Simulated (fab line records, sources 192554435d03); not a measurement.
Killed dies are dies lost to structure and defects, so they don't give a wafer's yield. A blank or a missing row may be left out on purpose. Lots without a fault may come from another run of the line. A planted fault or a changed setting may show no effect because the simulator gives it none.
Which tool did it? | flow n5_finfet | 24 lots, 72 wafers sampled, at 6 steps of a route of 1938

WHAT THE GAUGES READ, wafer by wafer
N5_START_INSPECT_01: inspects for defects (unpatterned scan).
lot  | measured    | on                | raw_defect_count
L074 | day 1 12:02 | defect_inspect-02 | 7 8 9
L075 | day 1 18:02 | defect_inspect-01 | 6 8 6
L076 | day 2 00:02 | defect_inspect-01 | 10 10 2
L077 | day 2 06:02 | defect_inspect-01 | 3 5 8
L078 | day 2 12:02 | defect_inspect-01 | 3 4 6
L079 | day 2 18:02 | defect_inspect-02 | 2 5 6
L080 | day 3 00:02 | defect_inspect-01 | 10 3 7
L081 | day 3 06:02 | defect_inspect-02 | 1 3 6
L082 | day 3 12:02 | defect_inspect-02 | 8 5 6
L083 | day 3 18:02 | defect_inspect-02 | 6 6 3
L084 | day 4 00:02 | defect_inspect-02 | 6 5 7
L085 | day 4 06:02 | defect_inspect-02 | 5 4 4
L086 | day 4 12:02 | defect_inspect-01 | 6 5 5
L087 | day 4 18:02 | defect_inspect-02 | 3 6 11
L088 | day 5 00:02 | defect_inspect-02 | 3 4 4
L089 | day 5 06:02 | defect_inspect-02 | 1 6 6
L090 | day 5 12:02 | defect_inspect-01 | 6 8 7
L091 | day 5 18:02 | defect_inspect-01 | 8 9 5
L092 | day 6 00:02 | defect_inspect-02 | 6 4 7
L093 | day 6 06:02 | defect_inspect-02 | 7 2 2
L094 | day 6 12:02 | defect_inspect-02 | 4 8 6
L095 | day 6 18:02 | defect_inspect-02 | 10 7 6
L096 | day 7 00:02 | defect_inspect-01 | 6 6 7
L097 | day 7 06:02 | defect_inspect-01 | 6 6 6

N5_WELL_APT_INSPECT_10: inspects for defects (macro).
lot  | measured    | on                | raw_defect_count
L074 | day 1 13:37 | defect_inspect-01 | 1 1 1
L075 | day 1 19:41 | defect_inspect-01 | 2 2 1
L076 | day 2 01:52 | defect_inspect-01 | 2 0 0
L077 | day 2 07:46 | defect_inspect-01 | 3 2 1
L078 | day 2 13:46 | defect_inspect-02 | 4 3 2
L079 | day 2 20:32 | defect_inspect-01 | 6 2 2
L080 | day 3 02:09 | defect_inspect-02 | 1 2 1
L081 | day 3 07:53 | defect_inspect-02 | 5 1 0
L082 | day 3 13:56 | defect_inspect-01 | 2 0 1
L083 | day 3 19:47 | defect_inspect-01 | 2 3 1
L084 | day 4 01:52 | defect_inspect-02 | 1 4 1
L085 | day 4 07:44 | defect_inspect-01 | 0 2 1
L086 | day 4 13:47 | defect_inspect-01 | 2 2 5
L087 | day 4 19:45 | defect_inspect-02 | 1 3 2
L088 | day 5 02:03 | defect_inspect-02 | 3 3 1
L089 | day 5 07:52 | defect_inspect-01 | 4 3 4
L090 | day 5 13:37 | defect_inspect-02 | 0 1 3
L091 | day 5 19:45 | defect_inspect-02 | 3 2 1
L092 | day 6 01:44 | defect_inspect-02 | 1 3 4
L093 | day 6 07:44 | defect_inspect-01 | 1 1 0
L094 | day 6 14:03 | defect_inspect-02 | 2 1 1
L095 | day 6 19:52 | defect_inspect-01 | 4 3 3
L096 | day 7 01:44 | defect_inspect-01 | 5 0 0
L097 | day 7 07:37 | defect_inspect-01 | 3 0 1

N5_FIN_SAQP_CD_MEAS_31: target cd 8 nm.
lot  | measured    | on        | cd_nm (nm)
L074 | day 2 01:41 | cd_sem-01 | 8.34 7.77 8.35
L075 | day 2 06:53 | cd_sem-01 | 8.13 7.98 8.20
L076 | day 2 16:02 | cd_sem-01 | 8.24 8.11 8.19
L077 | day 2 19:28 | cd_sem-03 | 7.94 7.85 7.69
L078 | day 3 01:33 | cd_sem-03 | 8.07 8.05 8.13
L079 | day 3 08:16 | cd_sem-01 | 7.91 8.42 8.21
L080 | day 3 15:19 | cd_sem-02 | 8.03 8.17 8.10
L081 | day 3 19:36 | cd_sem-02 | 7.86 7.92 8.33
L082 | day 4 02:04 | cd_sem-03 | 8.05 8.03 7.93
L083 | day 4 07:33 | cd_sem-02 | 8.11 7.81 8.32
L084 | day 4 13:50 | cd_sem-02 | 8.01 7.98 7.74
L085 | day 4 19:26 | cd_sem-02 | 8.03 7.81 8.19
L086 | day 5 02:33 | cd_sem-03 | 8.02 7.92 8.27
L087 | day 5 09:22 | cd_sem-01 | 8.10 8.03 8.06
L088 | day 5 14:34 | cd_sem-02 | 7.77 8.18 8.49
L089 | day 5 20:52 | cd_sem-02 | 8.15 8.22 8.09
L090 | day 6 01:50 | cd_sem-03 | 8.07 8.07 8.21
L091 | day 6 07:51 | cd_sem-02 | 8.14 8.38 8.37
L092 | day 6 14:13 | cd_sem-01 | 7.93 8.24 8.01
L093 | day 6 19:43 | cd_sem-03 | 7.93 8.23 8.22
L094 | day 7 01:29 | cd_sem-01 | 7.70 7.79 7.83
L095 | day 7 07:38 | cd_sem-01 | 8.37 7.99 7.69
L096 | day 7 13:54 | cd_sem-01 | 8.06 8.14 7.87
L097 | day 7 19:22 | cd_sem-03 | 8.19 7.77 8.09

WHICH TOOL RAN EACH LOT (tool, then ch and the chambers of the sampled wafers, then the start)
lot  | N5_PMOS_HMC_CHANNEL_EPI_ETCH_38 | N5_FIN_SAQP_ETCH_69               | N5_FIN_SAQP_ETCH_67
L074 | rie_si-01 ch 1,2,3, day 1 17:25 | rie_diel-01 ch 0,1,2, day 2 00:32 | rie_diel-01 ch 0,1,2, day 2 00:35
L075 | rie_si-06 ch 0,1,2, day 1 23:28 | rie_diel-02 ch 0,2,3, day 2 06:03 | rie_diel-02 ch 0,2,3, day 2 06:07
L076 | rie_si-06 ch 0,1, day 2 05:34   | rie_diel-04 ch 0,1,3, day 2 15:08 | rie_diel-04 ch 0,1,3, day 2 15:12
L077 | rie_si-06 ch 1,2,3, day 2 11:34 | rie_diel-01 ch 0,1,3, day 2 18:38 | rie_diel-01 ch 0,1,3, day 2 18:41
L078 | rie_si-06 ch 2,3, day 2 17:33   | rie_diel-01 ch 1,2,3, day 3 00:29 | rie_diel-01 ch 1,2,3, day 3 00:33
L079 | rie_si-06 ch 2,3, day 3 00:32   | rie_diel-01 ch 0,1,3, day 3 07:26 | rie_diel-01 ch 0,1,3, day 3 07:29
L080 | rie_si-04 ch 1,2,3, day 3 06:15 | rie_diel-04 ch 0,1, day 3 14:09   | rie_diel-04 ch 0,1, day 3 14:13
L081 | rie_si-06 ch 0,1, day 3 11:57   | rie_diel-01 ch 0,1,3, day 3 18:46 | rie_diel-01 ch 0,1,3, day 3 18:49
L082 | rie_si-01 ch 0,1,3, day 3 18:07 | rie_diel-01 ch 0,3, day 4 00:46   | rie_diel-01 ch 0,3, day 4 00:49
L083 | rie_si-04 ch 0,1,2, day 4 00:00 | rie_diel-01 ch 0,3, day 4 06:41   | rie_diel-01 ch 0,3, day 4 06:44
L084 | rie_si-04 ch 1,3, day 4 05:39   | rie_diel-01 ch 1,3, day 4 13:00   | rie_diel-01 ch 1,3, day 4 13:04
L085 | rie_si-04 ch 0,1, day 4 11:35   | rie_diel-04 ch 1,2, day 4 18:37   | rie_diel-04 ch 1,2, day 4 18:41
L086 | rie_si-01 ch 1,2, day 4 17:41   | rie_diel-01 ch 2,3, day 5 01:31   | rie_diel-01 ch 2,3, day 5 01:35
L087 | rie_si-06 ch 2,3, day 4 23:56   | rie_diel-04 ch 1,2,3, day 5 07:49 | rie_diel-04 ch 1,2,3, day 5 07:53
L088 | rie_si-06 ch 0,1,2, day 5 05:56 | rie_diel-02 ch 1,2, day 5 12:55   | rie_diel-02 ch 1,2, day 5 12:58
L089 | rie_si-04 ch 0,1,3, day 5 12:37 | rie_diel-04 ch 1,2,3, day 5 20:02 | rie_diel-04 ch 1,2,3, day 5 20:05
L090 | rie_si-04 ch 0,1,3, day 5 18:07 | rie_diel-01 ch 0,1,3, day 6 01:01 | rie_diel-01 ch 0,1,3, day 6 01:05
L091 | rie_si-04 ch 0,2,3, day 5 23:50 | rie_diel-01 ch 0,2,3, day 6 06:29 | rie_diel-01 ch 0,2,3, day 6 06:33
L092 | rie_si-06 ch 0,1,3, day 6 06:20 | rie_diel-01 ch 2,3, day 6 13:23   | rie_diel-01 ch 2,3, day 6 13:26
L093 | rie_si-06 ch 0,1,2, day 6 11:37 | rie_diel-02 ch 2,3, day 6 18:40   | rie_diel-02 ch 2,3, day 6 18:43
L094 | rie_si-01 ch 0,1,2, day 6 18:05 | rie_diel-01 ch 0,3, day 7 00:39   | rie_diel-01 ch 0,3, day 7 00:43
L095 | rie_si-06 ch 1,2,3, day 7 00:02 | rie_diel-01 ch 2,3, day 7 06:48   | rie_diel-01 ch 2,3, day 7 06:52
L096 | rie_si-04 ch 0,1,3, day 7 06:04 | rie_diel-01 ch 2,3, day 7 13:04   | rie_diel-01 ch 2,3, day 7 13:08
L097 | rie_si-04 ch 0,1,2, day 7 11:46 | rie_diel-01 ch 0,1,2, day 7 18:29 | rie_diel-01 ch 0,1,2, day 7 18:32
- N5_PMOS_HMC_CHANNEL_EPI_ETCH_38: etches SiO2 in CF4, target depth 1.5 nm.
- N5_FIN_SAQP_ETCH_69: etches SOC in N2/H2, stops on SiNx, target depth 150 nm.
- N5_FIN_SAQP_ETCH_67: etches SiNx in CH3F/O2, target depth 30 nm.

WHAT THE TOOLS THEMSELVES READ (means of the sampled wafers that have a number; where no wafer has one, the mark that the record gives instead)
N5_PMOS_HMC_CHANNEL_EPI_ETCH_38.
lot  | tool      | cf4_flow_sccm (sccm) | drypump_motor_current_A (A) | oes_product_au (a.u.) | throttle_valve_pct (%)
L074 | rie_si-01 | 79.79                | 5.7                         | 0.980                 | 21.50
L075 | rie_si-06 | 79.74                | 5.5                         | 0.983                 | 21.82
L076 | rie_si-06 | 80.18                | 5.7                         | 0.991                 | 21.88
L077 | rie_si-06 | 80.10                | 5.3                         | 0.973                 | 21.81
L078 | rie_si-06 | 79.88                | 5.0                         | 0.975                 | 21.79
L079 | rie_si-06 | 79.85                | 5.0                         | 0.972                 | 21.79
L080 | rie_si-04 | 79.84                | 5.9                         | 0.999                 | 21.54
L081 | rie_si-06 | 80.01                | 5.7                         | 0.993                 | 21.92
L082 | rie_si-01 | 80.17                | 5.8                         | 0.970                 | 21.51
L083 | rie_si-04 | 79.77                | 5.8                         | 0.989                 | 21.70
L084 | rie_si-04 | 80.07                | 6.3                         | 1.012                 | 21.54
L085 | rie_si-04 | 80.08                | 6.0                         | 1.016                 | 21.73
L086 | rie_si-01 | 80.09                | 5.6                         | 1.011                 | 21.46
L087 | rie_si-06 | 80.10                | 4.9                         | 0.992                 | 21.76
L088 | rie_si-06 | 80.12                | 5.5                         | 0.987                 | 21.84
L089 | rie_si-04 | 79.91                | 6.1                         | 1.017                 | 21.71
L090 | rie_si-04 | 79.91                | 6.2                         | 1.018                 | 21.72
L091 | rie_si-04 | 80.22                | 6.0                         | 1.000                 | 21.68
L092 | rie_si-06 | 80.22                | 5.5                         | 0.971                 | 21.88
L093 | rie_si-06 | 79.97                | 5.5                         | 0.991                 | 21.85
L094 | rie_si-01 | 80.08                | 5.6                         | 0.998                 | 21.46
L095 | rie_si-06 | 80.04                | 5.3                         | 0.975                 | 21.81
L096 | rie_si-04 | 80.02                | 6.1                         | 1.019                 | 21.72
L097 | rie_si-04 | 79.93                | 5.8                         | 1.001                 | 21.70

N5_FIN_SAQP_ETCH_69.
lot  | tool        | drypump_motor_current_A (A) | oes_product_au (a.u.) | rf_vpp_V (V) | showerhead_plenum_p_Torr (Torr) | throttle_valve_pct (%)
L074 | rie_diel-01 | 5.5                         | 0.72                  | 239.6        | 2.48                            | 17.94
L075 | rie_diel-02 | 5.6                         | 0.74                  | 241.0        | 2.54                            | 17.82
L076 | rie_diel-04 | 6.0                         | 0.74                  | 240.3        | 2.54                            | 17.89
L077 | rie_diel-01 | 5.0                         | 0.80                  | 241.5        | 2.59                            | 17.73
L078 | rie_diel-01 | 5.5                         | 0.88                  | 241.7        | 2.66                            | 17.73
L079 | rie_diel-01 | 5.1                         | 0.79                  | 240.9        | 2.59                            | 17.75
L080 | rie_diel-04 | 5.9                         | 0.70                  | 239.3        | 2.48                            | 17.95
L081 | rie_diel-01 | 5.0                         | 0.79                  | 241.2        | 2.59                            | 17.74
L082 | rie_diel-01 | 4.9                         | 0.79                  | 241.2        | 2.59                            | 17.68
L083 | rie_diel-01 | 4.9                         | 0.85                  | 242.1        | 2.65                            | 17.62
L084 | rie_diel-01 | 5.2                         | 0.78                  | 240.9        | 2.58                            | 17.84
L085 | rie_diel-04 | 6.0                         | 0.84                  | 240.1        | 2.53                            | 17.56
L086 | rie_diel-01 | 5.4                         | 0.90                  | 242.2        | 2.71                            | 17.61
L087 | rie_diel-04 | 6.0                         | 0.79                  | 240.8        | 2.56                            | 17.71
L088 | rie_diel-02 | 5.8                         | 0.74                  | 239.6        | 2.43                            | 18.00
L089 | rie_diel-04 | 6.0                         | 0.78                  | 241.1        | 2.55                            | 17.72
L090 | rie_diel-01 | 5.0                         | 0.77                  | 242.2        | 2.58                            | 17.79
L091 | rie_diel-01 | 5.4                         | 0.83                  | 241.7        | 2.65                            | 17.71
L092 | rie_diel-01 | 5.9                         | 0.88                  | 242.9        | 2.72                            | 17.70
L093 | rie_diel-02 | 5.9                         | 0.70                  | 240.1        | 2.49                            | 18.04
L094 | rie_diel-01 | 4.9                         | 0.77                  | 241.8        | 2.58                            | 17.73
L095 | rie_diel-01 | 5.4                         | 0.86                  | 243.4        | 2.71                            | 17.65
L096 | rie_diel-01 | 5.9                         | 0.87                  | 242.9        | 2.71                            | 17.70
L097 | rie_diel-01 | 5.5                         | 0.76                  | 240.5        | 2.57                            | 17.87

N5_FIN_SAQP_ETCH_67.
lot  | tool        | drypump_motor_current_A (A) | oes_f_703_au (a.u.) | oes_product_au (a.u.) | rf_vpp_V (V) | showerhead_plenum_p_Torr (Torr) | throttle_valve_pct (%)
L074 | rie_diel-01 | 5.5                         | 0.71                | 0.73                  | 301          | 1.96                            | 16.48
L075 | rie_diel-02 | 5.6                         | 0.77                | 0.74                  | 293          | 2.01                            | 16.34
L076 | rie_diel-04 | 6.0                         | 0.76                | 0.74                  | 294          | 1.99                            | 16.35
L077 | rie_diel-01 | 5.0                         | 0.80                | 0.82                  | 299          | 2.04                            | 16.27
L078 | rie_diel-01 | 5.5                         | 0.87                | 0.88                  | 300          | 2.08                            | 16.19
L079 | rie_diel-01 | 5.0                         | 0.78                | 0.81                  | 300          | 2.03                            | 16.28
L080 | rie_diel-04 | 5.9                         | 0.71                | 0.70                  | 296          | 1.94                            | 16.41
L081 | rie_diel-01 | 5.0                         | 0.78                | 0.81                  | 299          | 2.03                            | 16.29
L082 | rie_diel-01 | 4.9                         | 0.78                | 0.81                  | 300          | 2.05                            | 16.27
L083 | rie_diel-01 | 4.9                         | 0.85                | 0.87                  | 297          | 2.08                            | 16.13
L084 | rie_diel-01 | 5.1                         | 0.77                | 0.79                  | 299          | 2.02                            | 16.32
L085 | rie_diel-04 | 6.0                         | 0.85                | 0.83                  | 290          | 2.00                            | 16.27
L086 | rie_diel-01 | 5.4                         | 0.90                | 0.93                  | 298          | 2.13                            | 16.06
L087 | rie_diel-04 | 6.0                         | 0.81                | 0.79                  | 292          | 2.01                            | 16.30
L088 | rie_diel-02 | 5.8                         | 0.75                | 0.74                  | 290          | 1.91                            | 16.51
L089 | rie_diel-04 | 6.0                         | 0.81                | 0.79                  | 291          | 2.01                            | 16.31
L090 | rie_diel-01 | 5.0                         | 0.77                | 0.78                  | 299          | 2.03                            | 16.33
L091 | rie_diel-01 | 5.4                         | 0.82                | 0.85                  | 300          | 2.09                            | 16.22
L092 | rie_diel-01 | 5.9                         | 0.88                | 0.89                  | 302          | 2.13                            | 16.13
L093 | rie_diel-02 | 5.8                         | 0.72                | 0.69                  | 291          | 1.96                            | 16.54
L094 | rie_diel-01 | 4.9                         | 0.76                | 0.78                  | 300          | 2.04                            | 16.32
L095 | rie_diel-01 | 5.4                         | 0.87                | 0.87                  | 298          | 2.12                            | 16.10
L096 | rie_diel-01 | 5.9                         | 0.86                | 0.89                  | 301          | 2.13                            | 16.17
L097 | rie_diel-01 | 5.5                         | 0.74                | 0.77                  | 303          | 2.03                            | 16.42

THE ANSWER, worked out from the rows above alone
Rule: what is usual is taken from the lots themselves. Put in order of their means at a reading, lots are off if they are a third of the lots or fewer, leave a main group of 4 or more, and stand apart from it by a gap of 3 or more times the standard deviation of the main group's means; of several such gaps the widest counts. A main group whose means are all the same, to the digits that the tables above print for the reading, isn't used. A lot without any number at a reading at which 4 lots or more have one is off too. The other lots that the step has rows for count as sound. The gauges are gone through in route order, then the tools' own readings, and for those a lot's mean is taken as printed above. The first step at which some lot is off is used, and at that step the reading that is off furthest; a lot without a number counts as furthest.
No lot is off at any reading shown: from this, nothing can be told.

WHAT THE SIMULATOR HAD PUT IN
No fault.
